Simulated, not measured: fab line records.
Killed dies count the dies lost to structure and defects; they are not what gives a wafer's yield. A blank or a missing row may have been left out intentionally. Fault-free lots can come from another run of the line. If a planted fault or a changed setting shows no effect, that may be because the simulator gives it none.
The tool behind it: which one? ; flow nand harc ; 42 wafers from 14 lots sampled at 4 of the route's 1302 steps

== WHAT EACH GAUGE READ, for each wafer ==
Not one reading of a measure or inspect step in the record can be checked against a usual standard deviation.

== WHAT TOOL EACH LOT RAN ON (gives the tool, then ch and the chambers of the sampled wafers, and finally the start) ==
lot;NHARC_P_ZERO_WELL_ETCH_65;NHARC_P_ZERO_WELL_PEB_22;NHARC_P_ZERO_WELL_RTA_42;NHARC_P_GATE_DEP_103
L979;rie diel-04 ch 0,2,3, day 2 07:31;litho track-05 ch 0, day 2 08:32;rtp anneal-01 ch 0, day 2 13:11;pecvd-03 ch 0,2, day 5 17:12
L981;rie diel-04 ch 0,1,2, day 3 03:24;litho track-07 ch 0, day 3 04:16;rtp anneal-02 ch 0, day 3 08:59;pecvd-03 ch 1,2, day 6 04:07
L983;rie diel-11 ch 0,3, day 3 23:35;litho track-02 ch 0, day 4 00:29;rtp anneal-01 ch 0, day 4 04:54;pecvd-02 ch 0,1,2, day 7 03:20
L984;rie diel-04 ch 0,2,3, day 4 09:31;litho track-02 ch 0, day 4 10:23;rtp anneal-02 ch 0, day 4 14:49;pecvd-03 ch 0,1,2, day 7 12:04
L986;rie diel-11 ch 0,1, day 5 05:31;litho track-05, day 5 06:32;rtp anneal-02 ch 0, day 5 10:55;-
L987;rie diel-04 ch 2,3, day 5 15:31;litho track-07, day 5 16:32;rtp anneal-02 ch 0, day 5 21:22;-
L991;rie diel-11 ch 0,1,3, day 7 07:23;litho track-05 ch 0, day 7 08:17;rtp anneal-01 ch 0, day 7 12:40;pecvd-03 ch 0,1,2, day 10 08:27
L994;rie diel-11 ch 0,1,3, day 8 13:23;litho track-07 ch 0, day 8 14:16;rtp anneal-01 ch 0, day 8 18:44;pecvd-04 ch 0,1,2, day 11 15:08
L995;rie diel-12 ch 1,3, day 8 23:29;litho track-07 ch 0, day 9 00:30;rtp anneal-02 ch 0, day 9 04:53;pecvd-03 ch 0,1,2, day 12 03:25
L996;rie diel-11 ch 0,2,3, day 9 09:31;litho track-05 ch 0, day 9 10:31;rtp anneal-02 ch 0, day 9 15:01;pecvd-02 ch 1,2, day 12 17:10
L998;rie diel-12 ch 2,3, day 10 05:37;litho track-02 ch 0, day 10 06:29;rtp anneal-02 ch 0, day 10 10:58;pecvd-02 ch 0,1,2, day 13 05:35
L999;rie diel-11 ch 1,2, day 10 15:43;litho track-05 ch 0, day 10 16:44;rtp anneal-01 ch 0, day 10 21:07;pecvd-04 ch 0,2, day 13 13:59
L100;rie diel-12 ch 0,3, day 11 01:29;litho track-07 ch 0, day 11 02:30;rtp anneal-01 ch 0, day 12 13:32;pecvd-03 ch 0,1, day 15 11:44
L101;rie diel-11 ch 0,1, day 11 11:45;litho track-02 ch 0, day 11 12:45;rtp anneal-02 ch 0, day 11 20:08;pecvd-03 ch 1,2, day 14 11:35
- NHARC_P_ZERO_WELL_ETCH_65: etches the open film in N2/H2, target depth 80 nm, overetch 24 nm, time 87.88 s.
- NHARC_P_ZERO_WELL_PEB_22: peb time 85 s.
- NHARC_P_ZERO_WELL_RTA_42: time 300 s.
- NHARC_P_GATE_DEP_103: deposits SiON, target thk 30 nm.

== WHAT THE TOOLS THEMSELVES READ (means of the sampled wafers that have a number; where no wafer has one, the mark that the record gives instead) ==
NHARC_P_ZERO_WELL_ETCH_65. Usual: drypump motor current A 5.9 A, standard deviation 0.51; oes product au 0.998 a.u., standard deviation 0.0081; rf vpp V 432.0 V, standard deviation 2.2; showerhead plenum p Torr 2.09 Torr, standard deviation 0.077; throttle valve pct 14.170 %, standard deviation 0.0097.
lot;tool;drypump motor current A (A);oes product au (a.u.);rf vpp V (V);showerhead plenum p Torr (Torr);throttle valve pct (%);flag
L979;rie diel-04;5.8;0.994;433.6;2.12;14.177;
L981;rie diel-04;6.0;1.001;429.6;2.02;14.181;
L983;rie diel-11;5.5;0.997;431.6;2.08;14.176;
L984;rie diel-04;5.8;0.995;431.7;2.11;14.175;
L986;rie diel-11;6.2;1.004;433.2;2.15;14.163;
L987;rie diel-04;6.1;0.988;433.8;2.16;14.173;
L991;rie diel-11;5.8;0.998;431.7;2.12;14.165;
L994;rie diel-11;5.8;1.001;432.4;2.11;14.169;
L995;rie diel-12;5.7;0.995;431.5;2.07;14.166;
L996;rie diel-11;5.8;1.004;433.0;2.10;14.170;
L998;rie diel-12;5.6;0.993;431.9;2.09;14.164;
L999;rie diel-11;6.1;1.003;433.0;2.12;14.164;
L100;rie diel-12;5.4;0.992;429.2;2.00;14.171;
L101;rie diel-11;6.3;1.004;433.0;2.13;14.158;

NHARC_P_ZERO_WELL_PEB_22. Usual: chill plate temp C 23.01 C, standard deviation 0.095; exhaust pa 45.0 Pa, standard deviation 0.95.
lot;tool;chill plate temp C (C);exhaust pa (Pa);flag
L979;litho track-05;23.07;44.9;
L981;litho track-07;23.06;47.2;
L983;litho track-02;22.98;44.0;
L984;litho track-02;22.95;44.6;
L986;litho track-05;-;-;OFF
L987;litho track-07;-;-;OFF
L991;litho track-05;23.01;45.8;
L994;litho track-07;22.90;44.5;
L995;litho track-07;23.13;44.2;
L996;litho track-05;22.99;44.5;
L998;litho track-02;22.92;44.9;
L999;litho track-05;23.10;44.4;
L100;litho track-07;22.97;44.0;
L101;litho track-02;23.00;44.9;

NHARC_P_ZERO_WELL_RTA_42. Usual: lamp power pct 35.0 %, standard deviation 2.3; wafer_temp_C_max 1103.4, standard deviation 0.84.
lot;tool;lamp power pct (%);wafer_temp_C_max;flag
L979;rtp anneal-01;32.3;1104.3;
L981;rtp anneal-02;37.0;1102.9;
L983;rtp anneal-01;32.4;1103.6;
L984;rtp anneal-02;37.0;1102.2;
L986;rtp anneal-02;37.0;1102.7;
L987;rtp anneal-02;37.0;1102.7;
L991;rtp anneal-01;32.4;1103.1;
L994;rtp anneal-01;32.3;1104.3;
L995;rtp anneal-02;36.9;1103.7;
L996;rtp anneal-02;36.9;1103.1;
L998;rtp anneal-02;36.9;1102.0;
L999;rtp anneal-01;32.4;1103.4;
L100;rtp anneal-01;32.3;1104.4;
L101;rtp anneal-02;37.0;1102.7;

NHARC_P_GATE_DEP_103. Usual: heater power w at 771 W, with a standard deviation of 110.
lot;tool;heater power w (W);flag
L979;pecvd-03;763;
L981;pecvd-03;795;
L983;pecvd-02;727;
L984;pecvd-03;738;
L991;pecvd-03;832;
L994;pecvd-04;697;
L995;pecvd-03;852;
L996;pecvd-02;810;
L998;pecvd-02;764;
L999;pecvd-04;800;
L100;pecvd-03;704;
L101;pecvd-03;911;

== THE ANSWER, worked out from the rows above alone ==
Rule: lot off if the mean of its wafers having a number is beyond 3 standard deviations from the usual mean. A lot without any number at a reading at which 4 lots or more have one is off too. All remaining lots with rows at the step are treated as sound. The gauges are gone through in route order, then the tools' own readings, and for those a lot's mean is taken as printed above. At the first step where some lot is off, the reading lying furthest off is the one used; lots without a number count as furthest.
Off at NHARC_P_ZERO_WELL_PEB_22 (chill plate temp C): L986, L987. Without a number there: L986, L987.
If a tool, at that step or one of the process steps before it, ran each lot that is off and ran no sound lot following the first of them, it fits. Not one of the candidates tried fits.

== WHAT THE SIMULATOR PUT IN ==
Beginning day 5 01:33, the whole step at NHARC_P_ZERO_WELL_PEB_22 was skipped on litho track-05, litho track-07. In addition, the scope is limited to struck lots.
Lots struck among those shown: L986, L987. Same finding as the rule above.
